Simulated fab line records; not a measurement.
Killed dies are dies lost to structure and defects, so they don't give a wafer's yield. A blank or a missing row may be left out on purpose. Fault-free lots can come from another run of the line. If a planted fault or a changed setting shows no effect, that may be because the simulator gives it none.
The tool behind it: which one? | flow nand harc | 36 wafers from 12 lots sampled at 5 of the route's 1302 steps

WHAT EACH GAUGE READ, for each wafer
NHARC_A_DECK1_JOINT_THK_MEAS_17: measures by ellipsometry.
lot  | measured     | on            | thk nm (nm)
L963 | day 12 16:22 | film metro-02 | 43.7 44.4 48.0
L966 | day 14 02:13 | film metro-02 | 44.7 47.3 45.9
L968 | day 14 19:20 | film metro-02 | 43.7 46.4 44.1
L969 | day 15 01:25 | film metro-01 | 43.7 44.9 46.3
L970 | day 15 07:50 | film metro-01 | 45.1 44.6 45.4
L971 | day 15 23:07 | film metro-01 | 46.1 44.5 46.1
L973 | day 16 11:43 | film metro-01 | 43.6 42.6 43.0
L974 | day 17 06:29 | film metro-01 | 45.5 47.3 45.3
L978 | day 18 10:23 | film metro-02 | 46.2 45.1 45.3
L979 | day 19 14:06 | film metro-01 | 44.4 43.9 45.4
L980 | day 19 14:05 | film metro-02 | 51.9 52.8 52.6
L981 | day 20 03:30 | film metro-02 | 52.8 52.5 50.4

TOOL THAT RAN EACH LOT (tool first, then ch and the chambers of the sampled wafers, then the start)
lot  | NHARC_A_CHANNEL_FILL_D1_ALD_25   | NHARC_A_CHANNEL_FILL_D1_ETCHBACK_08           | NHARC_A_CHANNEL_FILL_D1_CMP_10 | NHARC_A_DECK1_JOINT_DEP_16
L963 | ald hk-04 ch 0,2,3, day 10 15:50 | rie diel-04 ch 0,1,3, day 11 03:11 or earlier | cmp-04 ch 1,3, day 11 03:11    | pecvd-02 ch 1,2, day 12 16:05
L966 | ald hk-03 ch 0,2,3, day 11 18:49 | rie diel-12 ch 0,1,3, day 12 08:45 or earlier | cmp-02 ch 0,1,2, day 12 08:45  | pecvd-03 ch 1,2, day 14 01:58
L968 | ald hk-04 ch 0,1,3, day 12 18:41 | rie diel-12 ch 1,2,3, day 13 06:06 or earlier | cmp-02 ch 0,1,3, day 13 06:06  | pecvd-03 ch 0,1, day 14 19:05
L969 | ald hk-04 ch 0,2,3, day 13 01:37 | rie diel-12 ch 1,2,3, day 13 12:59 or earlier | cmp-03 ch 0,1,3, day 13 12:59  | pecvd-03 ch 0,2, day 15 01:08
L970 | ald hk-03 ch 2,3, day 13 09:09   | rie diel-12 ch 1,2, day 13 20:37 or earlier   | cmp-02 ch 0,2,3, day 13 20:37  | pecvd-01 ch 0,1,2, day 15 07:33
L971 | ald hk-04 ch 1,2,3, day 14 02:38 | rie diel-04 ch 0,2,3, day 14 12:41 or earlier | cmp-02 ch 0,1,3, day 14 12:41  | pecvd-03 ch 0,1,2, day 15 22:50
L973 | ald hk-04 ch 2,3, day 14 15:33   | rie diel-12 ch 0,1,2, day 15 02:52 or earlier | cmp-02 ch 2,3, day 15 02:52    | pecvd-02 ch 0,1, day 16 11:26
L974 | ald hk-02 ch 2,3, day 15 01:26   | rie diel-04 ch 0,1,2, day 15 12:46 or earlier | cmp-02 ch 2,3, day 15 12:46    | pecvd-02 ch 0,1,2, day 17 06:12
L978 | ald hk-02 ch 2,3, day 16 09:00   | rie diel-12 ch 0,1,3, day 16 20:15 or earlier | cmp-02 ch 0,3, day 16 20:15    | pecvd-03 ch 0,1,2, day 18 10:12
L979 | ald hk-03 ch 1,2, day 17 06:17   | rie diel-06 ch 1,2,3, day 17 21:22 or earlier | cmp-03 ch 0,1,3, day 17 21:22  | pecvd-01 ch 0,2, day 19 13:50
L980 | ald hk-02 ch 1,2, day 17 14:23   | rie diel-06 ch 0,1,2, day 18 01:16 or earlier | cmp-03 ch 2,3, day 18 01:16    | pecvd-03 ch 1,2, day 19 13:49
L981 | ald hk-04 ch 1,2,3, day 18 02:33 | rie diel-06 ch 0,2,3, day 18 12:12 or earlier | cmp-03 ch 0,3, day 18 12:12    | pecvd-03 ch 0,1,2, day 20 03:15
- NHARC_A_CHANNEL_FILL_D1_ALD_25: deposits SiOx, target thk 60 nm, pulse time 10 s, ald cycles 600.
- NHARC_A_CHANNEL_FILL_D1_ETCHBACK_08: etches the open film in C4F8, target depth 220 nm, time 110 s.
- NHARC_A_CHANNEL_FILL_D1_CMP_10: polishes, target thk 150 nm.
- NHARC_A_DECK1_JOINT_DEP_16: deposits SiO2, target thk 45 nm.

WHAT THE TOOLS THEMSELVES READ (means of the sampled wafers that have a number; where no wafer has one, the mark that the record gives instead)
NHARC_A_CHANNEL_FILL_D1_ALD_25.
lot  | tool      | heater power w (W) | precursor pulse height rel
L963 | ald hk-04 | 494                | 0.984
L966 | ald hk-03 | 499                | 0.980
L968 | ald hk-04 | 482                | 1.002
L969 | ald hk-04 | 494                | 0.990
L970 | ald hk-03 | 523                | 1.007
L971 | ald hk-04 | 469                | 0.963
L973 | ald hk-04 | 500                | 1.024
L974 | ald hk-02 | 476                | 1.019
L978 | ald hk-02 | 486                | 1.001
L979 | ald hk-03 | 502                | 0.997
L980 | ald hk-02 | 488                | 1.009
L981 | ald hk-04 | 470                | 0.999

NHARC_A_CHANNEL_FILL_D1_ETCHBACK_08.
lot  | tool        | oes product au (a.u.) | rf vpp V (V)
L963 | rie diel-04 | 0.94                  | 441.8
L966 | rie diel-12 | 0.92                  | 440.4
L968 | rie diel-12 | 1.01                  | 442.1
L969 | rie diel-12 | 0.93                  | 442.0
L970 | rie diel-12 | 0.95                  | 441.6
L971 | rie diel-04 | 0.93                  | 438.1
L973 | rie diel-12 | 0.97                  | 439.5
L974 | rie diel-04 | 0.91                  | 441.6
L978 | rie diel-12 | 0.94                  | 440.7
L979 | rie diel-06 | 1.00                  | 439.1
L980 | rie diel-06 | 1.00                  | 437.8
L981 | rie diel-06 | 0.93                  | 440.0

NHARC_A_CHANNEL_FILL_D1_CMP_10.
lot  | tool   | motor current A (A) | time to endpoint s (s)
L963 | cmp-04 | 12.0                | 15.5
L966 | cmp-02 | 12.0                | 13.4
L968 | cmp-02 | 12.0                | 15.6
L969 | cmp-03 | 11.8                | 12.9
L970 | cmp-02 | 11.6                | 13.9
L971 | cmp-02 | 12.3                | 13.5
L973 | cmp-02 | 11.6                | 13.1
L974 | cmp-02 | 11.3                | 12.9
L978 | cmp-02 | 11.4                | 15.7
L979 | cmp-03 | 11.9                | 15.8
L980 | cmp-03 | 11.9                | 13.9
L981 | cmp-03 | 11.5                | 15.3

NHARC_A_DECK1_JOINT_DEP_16.
lot  | tool     | heater power w (W) | throttle valve pct (%)
L963 | pecvd-02 | 544                | 15.4
L966 | pecvd-03 | 581                | 16.3
L968 | pecvd-03 | 612                | 16.2
L969 | pecvd-03 | 630                | 15.9
L970 | pecvd-01 | 578                | 15.1
L971 | pecvd-03 | 639                | 16.2
L973 | pecvd-02 | 528                | 16.4
L974 | pecvd-02 | 590                | 15.9
L978 | pecvd-03 | 616                | 15.9
L979 | pecvd-01 | 602                | 15.5
L980 | pecvd-03 | 583                | 16.2
L981 | pecvd-03 | 587                | 16.0

THE ANSWER, worked out from the rows above alone
Rule: the lots themselves supply what counts as usual. The widest of any qualifying gaps counts: lots, ordered by their means at a reading, are off when they make up no more than a third of the lots, leave a main group of 4 or more, and stand apart from it by 3 or more times the standard deviation of that group's means. Not used: any main group whose means are identical at the precision the tables above print for the reading. Also off: a lot with no number at a reading for which 4 or more lots have one. Any other lot the step has rows for is counted as sound. Order of review: gauges by route order, followed by the tools' own readings, for which a lot's mean as printed above is used. The first step at which some lot is off is used, and at that step the reading that is off furthest; a lot without a number counts as furthest.
Off at NHARC_A_DECK1_JOINT_THK_MEAS_17 (thk nm): L980, L981. Mean 45.1 nm and standard deviation 0.82 in the main group.
A tool fits if, at a process step before that reading, it ran every lot that is off, and no sound lot after the first of them. The gauges at NHARC_A_DECK1_JOINT_THK_MEAS_17 are tried like those tools. NHARC_A_CHANNEL_FILL_D1_ETCHBACK_08 gives no start for some lots, so the hours and the order of its lots are those of NHARC_A_CHANNEL_FILL_D1_CMP_10. Can't be told from this: 4 tools fit, rie diel-06 at NHARC_A_CHANNEL_FILL_D1_ETCHBACK_08, cmp-03 at NHARC_A_CHANNEL_FILL_D1_CMP_10, pecvd-03 at NHARC_A_DECK1_JOINT_DEP_16, film metro-02 at NHARC_A_DECK1_JOINT_THK_MEAS_17.

WHAT THE SIMULATOR HAD INSERTED
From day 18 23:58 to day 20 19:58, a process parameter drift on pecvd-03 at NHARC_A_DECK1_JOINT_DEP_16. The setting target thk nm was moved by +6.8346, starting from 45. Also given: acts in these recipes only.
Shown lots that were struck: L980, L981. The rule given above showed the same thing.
